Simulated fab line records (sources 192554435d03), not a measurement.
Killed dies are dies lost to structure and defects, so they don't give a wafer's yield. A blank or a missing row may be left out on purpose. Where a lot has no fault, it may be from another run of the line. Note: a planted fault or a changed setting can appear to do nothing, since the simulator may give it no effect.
Matching of chambers ; flow n5Finfet ; N5_FIN_SAQP_ETCH_69 on rieDiel-03: 4 sister chambers
The step etches SOC in N2/H2, stops on SiNx, target depth 150 nm. 8 wafers are shown with their chamber, then 6 later ones without.

## WAFERS WITH THEIR CHAMBER
wafer;chamber;showerheadPlenumPTorr (Torr);throttleValvePct (%)
L146.1;0;2.66;17.68
L147.3;2;2.48;17.84
L152.1;1;2.56;17.32
L152.4;3;2.47;17.63
L152.5;1;2.56;17.33
L157.2;3;2.47;17.62
L157.3;2;2.47;17.86
L157.6;0;2.65;17.69

## WAFERS WITHOUT THEIR CHAMBER
wafer;showerheadPlenumPTorr (Torr);throttleValvePct (%)
L160.2;2.65;17.72
L160.4;2.47;17.89
L160.5;2.46;17.63
L162.1;2.46;17.64
L162.3;2.46;17.88
L162.4;2.56;17.35

## CHAMBER TAKEN BY EACH
wafer;from the rows above;in truth
L160.2;0;0
L160.4;2;2
L160.5;3;3
L162.1;3;3
L162.3;2;2
L162.4;1;1
Placed correctly: 6 of 6. Left unplaced by these rows: 0. Placed wrongly: 0.
How it was worked out, from the rows above alone: a wafer's distance from a chamber is the root of the sum, over the readings, of the square of ((its reading less the chamber's mean) divided by the reading's scatter). The wafer belongs to the nearest chamber; if the next one is less than 2 further off, it can't be placed. The mean given for a chamber averages the wafers shown for that chamber. The scatter: the root of (the sum of the squares of (reading less its chamber's mean) over the shown wafers, divided by (wafers less chambers)).
